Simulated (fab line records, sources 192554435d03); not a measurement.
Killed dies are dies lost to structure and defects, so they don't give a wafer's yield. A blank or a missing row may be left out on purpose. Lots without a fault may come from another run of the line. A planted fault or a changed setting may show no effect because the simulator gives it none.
Split-lot experiment | flow n5_finfet | 7 lots, 21 wafers read, on a route of 1938 steps

THE SPLIT
At N5_PASSIVATION_PASS_ETCH_47 (etches SiNx in CF4/O2, target depth 770 nm, time 385 s), the setting time_s was moved away from the recipe's 385 s on 9 of the 21 wafers read, by -17.2% to +17.3%. The other wafers ran this setting at the recipe's value.

The reading is taken at the split's own step.

THE READING
etch.depth_nm (the simulator's own value, which no gauge read), in nm, at N5_PASSIVATION_PASS_ETCH_47 (etches SiNx in CF4/O2, target depth 770 nm, time 385 s). The file gives no usual value for it. The 12 wafers here that ran the recipe average 775.8 nm, standard deviation 11 nm.

wafer  | tool, chamber at the split | time_s as run, s | against the recipe | etch.depth_nm, nm | against lot-mates on the recipe
L075.2 | rie_diel-01, 1             | 385              | recipe             | 781.7             | -
L075.3 | rie_diel-01, 2             | 385              | recipe             | 783.7             | -
L075.4 | rie_diel-01, 3             | 385              | recipe             | 794.6             | -
L081.3 | rie_diel-04, 0             | 448.2            | +16.4%             | 923.9             | +144.3
L081.5 | rie_diel-04, 1             | 385              | recipe             | 779.6             | -
L081.6 | rie_diel-04, 2             | 448.2            | +16.4%             | 892.4             | +112.8
L083.3 | rie_diel-02, 0             | 451.7            | +17.3%             | 876.5             | +113.4
L083.5 | rie_diel-02, 0             | 451.7            | +17.3%             | 881.7             | +118.6
L083.6 | rie_diel-02, 1             | 385              | recipe             | 763.1             | -
L085.4 | rie_diel-02, 2             | 385              | recipe             | 753.9             | -
L085.5 | rie_diel-02, 0             | 318.6            | -17.2%             | 622               | -131.9
L085.6 | rie_diel-02, 1             | 318.6            | -17.2%             | 633.5             | -120.4
L089.1 | rie_diel-01, 3             | 341.4            | -11.3%             | 684.8             | -81.3
L089.3 | rie_diel-01, 2             | 385              | recipe             | 771.9             | -
L089.6 | rie_diel-01, 1             | 385              | recipe             | 760.3             | -
L094.1 | rie_diel-04, 3             | 385              | recipe             | 781.2             | -
L094.3 | rie_diel-04, 1             | 385              | recipe             | 786.4             | -
L094.6 | rie_diel-04, 2             | 385              | recipe             | 772.9             | -
L096.1 | rie_diel-04, 2             | 385              | recipe             | 779.8             | -
L096.4 | rie_diel-04, 0             | 351.8            | -8.6%              | 715.7             | -64.1
L096.5 | rie_diel-04, 2             | 351.8            | -8.6%              | 709.3             | -70.5

THE FIT
A straight line over all 21 wafers: etch.depth_nm changes by +7.54 nm for each +1% of time_s; r = +0.98; the points scatter about the line by 15 nm.
The same after taking each lot's own level away (the mean of its wafers on the recipe; 21 wafers): +7.3 nm for each +1%; r = +0.99; scatter 8.1 nm.
On that fit, the largest move of time_s shifts the reading by 1.3e+02 nm.
The lots' own levels span 753.90 to 786.67 nm, that is 2.9 times the standard deviation above.
So the lot-to-lot level changes the slope little: the two slopes agree.
Check: with one of the wafers moved furthest among these (+17.3%) left out of the fit, the line predicts +129 nm for it against its lot-mates. It came out at +113 nm against them.

OTHER SPLITS ON THESE WAFERS
These wafers also went through other splits before the reading. Each is held against what the fit with the lots' levels taken away leaves over:
other split on the same wafers  | wafers away from the commonest value | r with etch.depth_nm (lot level and that fit taken away)
N5_BEOL_M15_PEB_26 peb_temp_c   | 8                                    | +0.33
N5_PASSIVATION_AL_DEP_21 time_s | 4                                    | -0.34

THE FILE'S OWN FIT
etch.depth_nm changes by +7.29 nm for each +1% of time_s, r = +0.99.
